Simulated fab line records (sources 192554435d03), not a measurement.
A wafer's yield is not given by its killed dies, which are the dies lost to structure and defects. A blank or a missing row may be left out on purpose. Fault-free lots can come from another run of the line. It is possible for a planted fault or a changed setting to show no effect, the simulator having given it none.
Split-lot study | flow n5_finfet | 39 wafers read from 7 lots, route of 1938 steps

SPLIT DETAILS
At N5_BEOL_M12_TRENCH_ETCH_34 (etches SiOC in C4F8/O2/Ar, target depth 318.95 nm, time 125.5 s), the setting target_depth_a was moved away from the recipe's 3189.5 angstrom on 15 of the 39 wafers read, by -34.9% to +43.8%. All remaining wafers had this setting at the recipe value.

FROM THE SPLIT TO THE READING: what the file shows between them, 10 steps
- N5_BEOL_M12_STRIP_70: strips in C4F8/O2/Ar
- N5_BEOL_M12_OCD_MEAS_35
- N5_BEOL_M12_STRIP_37: strips in N2/H2
- N5_BEOL_M12_ETCH_38: etches SiCN in CF4/N2, target depth 68.7 nm, time 73.4 s
- N5_BEOL_M12_ECD_47: material Cu, target thk 720 nm
- N5_BEOL_M12_ANNEAL_48: time 90 s
- N5_BEOL_M12_CMP_49: polishes, stops on SiOC, t overpolish 20.6 s, target thk 320 nm
- N5_BEOL_M12_THK_MEAS_50: measures by xrf
- N5_BEOL_M12_PRE_CLEAN_52: time 15 s
- N5_BEOL_M12_DEP_53: deposits SiCN from 3MS/NH3, target thk 30 nm, time 10.5 s

THE READING
Measured at N5_BEOL_M12_RS_MEAS_54 by four-point probe: M12_RS, in ohm/sq. On this fab line, fault-free wafers typically give 0.0606 ohm/sq with a standard deviation of 0.00093 ohm/sq.

wafer  | tool, chamber at the split | target_depth_a as run, angstrom | against the recipe | M12_RS, ohm/sq | against lot-mates on the recipe
L078.1 | rie_diel-03, 1             | 3189.5                          | recipe             | 0.0611         | -
L078.2 | rie_diel-03, 0             | 3189.5                          | recipe             | 0.0606         | -
L078.3 | rie_diel-03, 2             | 3189.5                          | recipe             | 0.0602         | -
L078.4 | rie_diel-03, 3             | 3189.5                          | recipe             | 0.0595         | -
L078.5 | rie_diel-03, 0             | 3189.5                          | recipe             | 0.0607         | -
L078.6 | rie_diel-03, 3             | 3189.5                          | recipe             | 0.0594         | -
L081.1 | rie_diel-02, 1             | 2077                            | -34.9%             | 0.0942         | +0.0338
L081.2 | rie_diel-02, 2             | 3189.5                          | recipe             | 0.0599         | -
L081.3 | rie_diel-02, 0             | 2077                            | -34.9%             | 0.0968         | +0.0364
L081.4 | rie_diel-02, 3             | 3189.5                          | recipe             | 0.0601         | -
L081.5 | rie_diel-02, 3             | 2077                            | -34.9%             | 0.0934         | +0.0330
L081.6 | rie_diel-02, 0             | 3189.5                          | recipe             | 0.0613         | -
L086.1 | rie_diel-03, 2             | 3189.5                          | recipe             | 0.0600         | -
L086.2 | rie_diel-03, 0             | 3189.5                          | recipe             | 0.0608         | -
L086.3 | rie_diel-03, 3             | 3885                            | +21.8%             | 0.0480         | -0.0128
L086.4 | rie_diel-03, 1             | 3189.5                          | recipe             | 0.0616         | -
L086.5 | rie_diel-03, 3             | 3885                            | +21.8%             | 0.0477         | -0.0131
L086.6 | rie_diel-03, 2             | 3885                            | +21.8%             | 0.0487         | -0.0121
L089.2 | rie_diel-06, 2             | 3189.5                          | recipe             | 0.0618         | -
L089.3 | rie_diel-06, 0             | 3189.5                          | recipe             | 0.0592         | -
L089.6 | rie_diel-06, 2             | 3189.5                          | recipe             | 0.0613         | -
L090.1 | rie_diel-02, 0             | 3987                            | +25.0%             | 0.0480         | -0.0123
L090.2 | rie_diel-02, 3             | 3987                            | +25.0%             | 0.0485         | -0.0118
L090.3 | rie_diel-02, 2             | 3189.5                          | recipe             | 0.0595         | -
L090.4 | rie_diel-02, 1             | 3189.5                          | recipe             | 0.0609         | -
L090.5 | rie_diel-02, 1             | 3987                            | +25.0%             | 0.0481         | -0.0122
L090.6 | rie_diel-02, 0             | 3189.5                          | recipe             | 0.0605         | -
L092.1 | rie_diel-02, 1             | 3189.5                          | recipe             | 0.0624         | -
L092.2 | rie_diel-02, 2             | 2549                            | -20.1%             | 0.0766         | +0.0145
L092.3 | rie_diel-02, 3             | 2549                            | -20.1%             | 0.0773         | +0.0152
L092.4 | rie_diel-02, 0             | 2549                            | -20.1%             | 0.0778         | +0.0157
L092.5 | rie_diel-02, 0             | 3189.5                          | recipe             | 0.0618         | -
L092.6 | rie_diel-02, 1             | 3189.5                          | recipe             | 0.0621         | -
L097.1 | rie_diel-03, 1             | 3189.5                          | recipe             | 0.0612         | -
L097.2 | rie_diel-03, 3             | 3189.5                          | recipe             | 0.0588         | -
L097.3 | rie_diel-03, 2             | 4587                            | +43.8%             | 0.0410         | -0.0196
L097.4 | rie_diel-03, 1             | 3189.5                          | recipe             | 0.0617         | -
L097.5 | rie_diel-03, 2             | 4587                            | +43.8%             | 0.0404         | -0.0202
L097.6 | rie_diel-03, 3             | 4587                            | +43.8%             | 0.0409         | -0.0197

THE FIT
A straight line over all 39 wafers: M12_RS changes by -0.00066 ohm/sq for each +1% of target_depth_a; r = -0.96; the points scatter about the line by 0.0038 ohm/sq.
The same after taking each lot's own level away (the mean of its wafers on the recipe; 39 wafers): -0.000652 ohm/sq for each +1%; r = -0.96; scatter 0.0038 ohm/sq.
That fit puts the effect of the largest move of target_depth_a on the reading at 0.029 ohm/sq.
The lots' own levels span 0.06025 to 0.06210 ohm/sq, that is 2.0 times the standard deviation above.
Hence the lot-to-lot level has little effect on the slope; both slopes agree.
Check: for one of the wafers moved furthest among these (+43.8%), held out of the fit, the line's prediction against its lot-mates is -0.0276 ohm/sq. It came out at -0.0196 ohm/sq against them.

THE WHOLE CHAIN: every reading that the file lists as answering this split, in the file's order
step                       | what it does                                                    | reading                                                                       | change (the file's fit)               | r (the file's)
N5_BEOL_M12_TRENCH_ETCH_34 | etches SiOC in C4F8/O2/Ar, target depth 318.95 nm, time 125.5 s | etch.depth_nm (the simulator's own value, which no gauge read)                | +3.27 nm for each +1% of the setting  | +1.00
N5_BEOL_M12_OCD_MEAS_35    |                                                                 | trench_depth_nm                                                               | +3.27 nm for each +1% of the setting  | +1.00
N5_BEOL_M12_CMP_49         | polishes, stops on SiOC, t overpolish 20.6 s, target thk 320 nm | Cu_of_BEOL_M12_ECD_47.thk_nm (the simulator's own value, which no gauge read) | +3.26 nm for each +1% of the setting  | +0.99
N5_BEOL_M12_THK_MEAS_50    | measures by xrf                                                 | M12_THK                                                                       | +3.33 for each +1% of the setting     | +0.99
N5_BEOL_M12_RS_MEAS_54     | measures by four-point-probe                                    | M12_RS                                                                        | -0.000635 for each +1% of the setting | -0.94

FILE'S OWN FIT
M12_RS changes by -0.000635 ohm/sq for each +1% of target_depth_a, r = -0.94.
